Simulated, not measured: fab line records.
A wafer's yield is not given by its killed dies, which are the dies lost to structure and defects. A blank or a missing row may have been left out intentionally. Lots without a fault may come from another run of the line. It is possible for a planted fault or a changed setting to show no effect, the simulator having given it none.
Struck lot and sound lot, side by side :: flow n5-finfet :: 40 out of 1938 route steps
Sound: wafers L657.3, L657.5, L657.6. Struck: wafers L648.3, L648.4, L648.6. The cause is given at the end.
Each step with rows lists, per side, the tool, then ch with its chambers, then its first start. Under that, the readings that differ: sound wafers :: struck wafers :: difference of the means :: sigmas: that difference in standard deviations of wafers without a fault.
alike: words and numbers the same on both sides, and readings whose means are apart by under 2 such deviations; not compared: readings that were withheld, readings missing a value for some wafer, numbers with overlapping values and no deviation given by the record, and bounds like >300 which may hide the same value.
A row with sigmas, a row that says differs or no value, or rows on one side alone: a step with any of these is where the two part. Numbers that have no deviation but don't overlap get no sigmas and don't part them. A reading missing from all wafers of one side parts the sides only when that side holds two or more wafers.

first, 12 steps without rows for these wafers: N5_HKMG_FIN_ETCH_58 (etches SOC in N2/H2, target depth 215.8 nm, time 741 s); N5_HKMG_FIN_STRIP_93 (strips SOC in N2/H2, time 20 s); N5_HKMG_FIN_WET_ETCH_76 (etches Al2O3 in dNH4OH, stops on La2O3, target depth 2.25 nm, rinse time 30 s); N5_HKMG_FIN_STRIP_60 (strips in N2/H2, time 360 s); N5_HKMG_FIN_WET_ETCH_77 (etches La2O3 in dHCl, stops on HfO2, target depth 2 nm); N5_HKMG_FIN_WET_ETCH_78 (etches Al2O3 in dNH4OH, stops on La2O3, target depth 4.5 nm, rinse time 30 s); N5_HKMG_FIN_ALD_79 (deposits TiN, target thk 1.5 nm, pulse time 1 s, purge time 3 s); N5_HKMG_FIN_CVD_62 (deposits a-Si from Si2H6, target thk 3 nm, time 20.8 s); N5_HKMG_FIN_RTA_80 (time 2 s); N5_HKMG_FIN_PRECLEAN_64 (cleans in dHF, time 30 s); N5_HKMG_FIN_WET_ETCH_65 (etches a-Si in TMAH, stops on TiN, time 49 s, target depth 3 nm); N5_HKMG_FIN_WET_ETCH_81 (etches TiN in SC1, stops on HfO2, time 57 s, target depth 6 nm).
N5_HKMG_FIN_WET_ETCH_82: etches La2O3 in dHCl, stops on HfO2, target depth 2 nm, rinse time 30 s.
  sound on wet-bench-02 ch 3,4,5, day 9 15:56; struck on wet-bench-05 ch 0,1,5, day 7 09:30
  no value came back on the struck wafers for bath-heat-duty-pct (%), rinse-temp-c (C); on the sound wafers bath-heat-duty-pct (%) reads 6.4 4.4 6.7
reading: model.La2O3_of_HKMG_FIN_ALD_74.thk-nm (nm)
sound: 0 0 0
struck: 0.6 0.4 0.4
difference: +0.5
sigmas: 
then, 25 steps without rows for these wafers: N5_HKMG_FIN_ALD_36 (deposits TiN, target thk 1 nm, pulse time 1 s, purge time 3 s); N5_HKMG_FIN_PWFM_ALD_03 (deposits TiN, target thk 2 nm, pulse time 1 s, purge time 3 s); N5_HKMG_FIN_COAT_29 (time 60 s, resist thk 300 nm); N5_HKMG_FIN_COAT_30 (time 60 s, resist thk 35 nm); N5_HKMG_FIN_COAT_06 (resist thk 90 nm); N5_HKMG_FIN_EBR_08; N5_HKMG_FIN_SOFTBAKE_07 (time 60 s); N5_HKMG_FIN_EXPOSE_09 (exposes mask NWFM); N5_HKMG_FIN_PEB_10 (peb time 60 s); N5_HKMG_FIN_DEVELOP_11 (develop time 30 s); N5_HKMG_FIN_DESCUM_17 (chemistry O2, time 7.9 s); N5_HKMG_FIN_ETCH_31 (etches SiARC in CF4, target depth 45.5 nm, time 75.8 s); N5_HKMG_FIN_ETCH_32 (etches SOC in N2/H2, target depth 240 nm, time 300 s); N5_HKMG_FIN_STRIP_33 (strips in N2/H2); N5_HKMG_FIN_STRIP_34 (strips in CF4); N5_HKMG_FIN_ETCH_35 (etches SOC in N2/H2, target depth 215.8 nm, time 243.4 s); N5_HKMG_FIN_STRIP_92 (strips SOC in N2/H2, time 20 s); N5_HKMG_FIN_WET_ETCH_18 (etches TiN in SC1, time 55 s, target depth 5.2 nm, rinse time 30 s); N5_HKMG_FIN_STRIP_19 (strips in N2/H2, time 360 s); N5_HKMG_FIN_ALD_91 (deposits TiN, target thk 1 nm, pulse time 1 s, purge time 3 s); N5_HKMG_FIN_COAT_85 (time 60 s, resist thk 300 nm); N5_HKMG_FIN_ETCH_86 (etches SOC in N2/H2, stops on TiN, target depth 393.2 nm); N5_HKMG_FIN_STRIP_89 (strips SOC in N2/H2, time 20 s); N5_HKMG_FIN_WET_ETCH_87 (etches TiN in SC1, time 154.2 s, target depth 4.7 nm, rinse time 30 s); N5_HKMG_FIN_STRIP_88 (strips in N2/H2, time 360 s).
-- here the record skips 5 days between the struck wafers' starts before and after, leaving off in module HKMG_FIN and picking up in module BEOL_M4 (first step shown: number 1111 of the route) --
N5_BEOL_M4_RC_MEAS_101:
  sound on prober-02 ch 0, day 14 04:46; struck on prober-02 ch 0, day 12 11:06
reading: EOT_P
sound: 10.38 10.55 10.61
struck: 11.02 11.08 11.03
difference: +0.53
sigmas: +6

reading: IGATE_P (nA/um)
sound: 0.0045 0.0032 0.0033
struck: 0.0005 0.0006 0.0005
difference: -0.0031
sigmas: -7

reading: IOFF_P (nA/um)
sound: 0.229 0.214 0.213
struck: 0.045 0.046 0.046
difference: -0.173
sigmas: -6

reading: IOFF_P_85C (nA/um)
sound: 3.9 3.7 3.7
struck: 1.0 1.1 1.0
difference: -2.7
sigmas: -7

reading: IOFF_P_LIN (nA/um)
sound: 0.108 0.103 0.103
struck: 0.022 0.022 0.022
difference: -0.083
sigmas: -8

reading: IOFF_P_LONG (nA/um)
sound: 0.000103 0.000106 0.000104
struck: 4.7e-05 4.5e-05 4.3e-05
difference: -5.9e-05
sigmas: -7

reading: ION_P (uA/um)
sound: 467 465 464
struck: 391 390 391
difference: -75
sigmas: -11

reading: VT_N_LVT (mV)
sound: 97 99 99
struck: 56 55 56
difference: -43
sigmas: -14

reading: VT_P (mV)
sound: -249.6 -248.4 -253.8
struck: -291.7 -295.0 -294.0
difference: -43.0
sigmas: -14

reading: VT_P_LONG (mV)
sound: -276.2 -273.9 -275.8
struck: -321.3 -320.5 -321.2
difference: -45.7
sigmas: -16
  alike: DIBL_N, DIBL_P, IOFF_N, ION_N, SS_N, SS_P, VT_N
-- a jump in the record: the struck wafers' starts before and after are 4 days apart (it breaks off in module BEOL_M4 and resumes in module PASSIVATION, where the first step shown is number 1936 of the route) --
N5_PASSIVATION_PROBE_49:
  the record has rows for the struck wafers here (prober-01, day 16 14:04) and none for the sound ones

== WHERE THEY PART ==
At N5_HKMG_FIN_WET_ETCH_82 first; at N5_PASSIVATION_PROBE_49 last (within this record only).

WHY: the cause the simulator had injected
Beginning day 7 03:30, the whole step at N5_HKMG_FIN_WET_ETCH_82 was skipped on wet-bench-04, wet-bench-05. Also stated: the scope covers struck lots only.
